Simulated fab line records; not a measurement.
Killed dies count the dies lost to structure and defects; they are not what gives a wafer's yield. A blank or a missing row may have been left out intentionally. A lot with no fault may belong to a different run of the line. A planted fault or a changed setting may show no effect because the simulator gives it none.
One fault seen from 2 desks :: flow n5 finfet :: what lay behind the numbers comes last; until then each desk has only its own

== AT THE METROLOGY DESK ==
Means of the sampled wafers that have a number, per lot and without regard to the tool the lot ran on: this is what the gauges read. A lot is out of limits, marked OUT, if its mean lies more than 4 standard deviations from the usual mean; the brackets give that distance.
Columns: A = trench depth nm at N5_BEOL_M12_OCD_MEAS_35, usual 320 nm
lot: L493
first seen here: day 10 04:57
A: 320

lot: L498
first seen here: day 11 06:29
A: 321

lot: L504
first seen here: day 13 06:06
A: 322

lot: L512
first seen here: day 14 21:17
A: 315

lot: L516
first seen here: day 16 08:04
A: 327
This desk's verdict: no lot among the 5 shows anything out of limits.

== AT THE TOOL OWNER'S DESK: pvd sputter-03 ==
The tool's own readings at N5_BEOL_M12_SPUTTER_44 (material Ta, target thk 10 nm, time 16.13 s): means of the sampled wafers that have a number, for each lot that ran on this tool. A lot is out of limits, marked OUT, if its mean lies more than 4 standard deviations from the usual mean; the brackets give that distance.
Columns: A = cathode dc power W at N5_BEOL_M12_SPUTTER_44, usual 15000 W; B = chamber pressure pa at N5_BEOL_M12_SPUTTER_44, usual 0.06999 Pa; C = throttle valve pct at N5_BEOL_M12_SPUTTER_44, usual 30.5 %
lot: L493
first seen here: day 10 07:37
A: 15001
B: 0.06998
C: 30.1

lot: L504
first seen here: day 13 11:50
A: 17010 (+99 or more) OUT
B: 0.07007
C: 30.7
This desk finds L504 out of limits, L504 being first, at day 13 11:50 (cathode dc power W at N5_BEOL_M12_SPUTTER_44). Within limits: L493.

== TAKEN TOGETHER ==
On L504, at day 13 11:50, an alarm was possible from the tool owner's desk.
Nothing out of limits was seen by the metrology desk.
The metrology desk has L504 on record, within its limits.
All the named lots went through N5_BEOL_M12_SPUTTER_44 on pvd sputter-03.

== WHAT HAD BEEN PUT IN BY THE SIMULATOR ==
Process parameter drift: pvd sputter-03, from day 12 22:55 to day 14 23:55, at N5_BEOL_M12_SPUTTER_44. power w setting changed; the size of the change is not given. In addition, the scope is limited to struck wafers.
Struck lots among those shown: L504.
How many hours passed from the start of the fault until each desk's first out-of-limits reading: the tool owner's desk, 13.
